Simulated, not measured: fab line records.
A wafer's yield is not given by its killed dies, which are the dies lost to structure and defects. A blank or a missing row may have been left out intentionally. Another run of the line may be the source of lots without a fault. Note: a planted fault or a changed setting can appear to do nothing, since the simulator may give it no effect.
Matching of chambers || flow n5Finfet || N5_BEOL_M8_ALD_77 on aldMetal-02: 4 sister chambers
The step deposits TaN, target thk 2 nm, pulse time 2 s, purge time 3 s. 16 wafers are shown with their chamber, then 8 later ones without.

== WAFERS WITH THEIR CHAMBER ==
{"wafer": "L679.1", "chamber": 3, "heaterPowerW (W)": 379, "precursorVesselTempC (C)": 75.07}
{"wafer": "L679.2", "chamber": 2, "heaterPowerW (W)": 415, "precursorVesselTempC (C)": 75.23}
{"wafer": "L679.5", "chamber": 3, "heaterPowerW (W)": 393, "precursorVesselTempC (C)": 74.86}
{"wafer": "L682.1", "chamber": 1, "heaterPowerW (W)": 427, "precursorVesselTempC (C)": 75.03}
{"wafer": "L682.4", "chamber": 3, "heaterPowerW (W)": 396, "precursorVesselTempC (C)": 74.91}
{"wafer": "L682.5", "chamber": 0, "heaterPowerW (W)": 374, "precursorVesselTempC (C)": 74.93}
{"wafer": "L685.1", "chamber": 2, "heaterPowerW (W)": 417, "precursorVesselTempC (C)": 74.96}
{"wafer": "L685.5", "chamber": 0, "heaterPowerW (W)": 380, "precursorVesselTempC (C)": 75.23}
{"wafer": "L685.6", "chamber": 3, "heaterPowerW (W)": 397, "precursorVesselTempC (C)": 75.15}
{"wafer": "L686.4", "chamber": 0, "heaterPowerW (W)": 371, "precursorVesselTempC (C)": 74.86}
{"wafer": "L686.5", "chamber": 3, "heaterPowerW (W)": 387, "precursorVesselTempC (C)": 74.98}
{"wafer": "L686.6", "chamber": 0, "heaterPowerW (W)": 381, "precursorVesselTempC (C)": 74.90}
{"wafer": "L688.4", "chamber": 0, "heaterPowerW (W)": 377, "precursorVesselTempC (C)": 75.12}
{"wafer": "L688.5", "chamber": 2, "heaterPowerW (W)": 408, "precursorVesselTempC (C)": 74.75}
{"wafer": "L688.6", "chamber": 3, "heaterPowerW (W)": 389, "precursorVesselTempC (C)": 74.92}
{"wafer": "L692.3", "chamber": 1, "heaterPowerW (W)": 429, "precursorVesselTempC (C)": 74.89}

SIGNATURES (means of the wafers above)
{"reading": "heaterPowerW", "chamber 0": 376.60, "chamber 1": 428.00, "chamber 2": 413.33, "chamber 3": 390.17, "scatter within a chamber": 5.33}
{"reading": "precursorVesselTempC", "chamber 0": 75.0080, "chamber 1": 74.9600, "chamber 2": 74.9800, "chamber 3": 74.9817, "scatter within a chamber": 0.155}
Rule: distance of a wafer from a chamber = root of the sum over the readings of ((wafer's reading minus chamber's mean) / reading's scatter) squared. If the next closest chamber is less than 2 further off than the closest, the wafer can't be placed; otherwise it belongs to the closest. How the scatter is found: for the shown wafers, subtract from each reading the mean of its chamber, square and add these, divide the total by (wafers less chambers), then take the root.

== WAFERS WITH NO CHAMBER GIVEN ==
{"wafer": "L692.4", "heaterPowerW (W)": 416, "precursorVesselTempC (C)": 74.87}
{"wafer": "L692.6", "heaterPowerW (W)": 386, "precursorVesselTempC (C)": 74.99}
{"wafer": "L694.1", "heaterPowerW (W)": 374, "precursorVesselTempC (C)": 75.12}
{"wafer": "L694.3", "heaterPowerW (W)": 380, "precursorVesselTempC (C)": 74.86}
{"wafer": "L694.4", "heaterPowerW (W)": 421, "precursorVesselTempC (C)": 75.13}
{"wafer": "L702.1", "heaterPowerW (W)": 410, "precursorVesselTempC (C)": 75.08}
{"wafer": "L702.2", "heaterPowerW (W)": 383, "precursorVesselTempC (C)": 74.78}
{"wafer": "L702.6", "heaterPowerW (W)": 397, "precursorVesselTempC (C)": 75.07}

== WHICH CHAMBER EACH WENT THROUGH ==
{"wafer": "L692.4", "from the rows above": "can't be placed: 2 or 1", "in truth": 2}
{"wafer": "L692.6", "from the rows above": "can't be placed: 3 or 0", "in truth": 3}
{"wafer": "L694.1", "from the rows above": 0, "in truth": 0}
{"wafer": "L694.3", "from the rows above": "can't be placed: 0 or 3", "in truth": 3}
{"wafer": "L694.4", "from the rows above": "can't be placed: 1 or 2", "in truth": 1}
{"wafer": "L702.1", "from the rows above": 2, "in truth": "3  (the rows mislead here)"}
{"wafer": "L702.2", "from the rows above": "can't be placed: 3 or 0", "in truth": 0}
{"wafer": "L702.6", "from the rows above": "can't be placed: 3 or 2", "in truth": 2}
Correct placement for 1 of the 8. Can't be placed from these rows: 6 (the true chamber is among the candidates in 6). Number placed wrongly: 1.
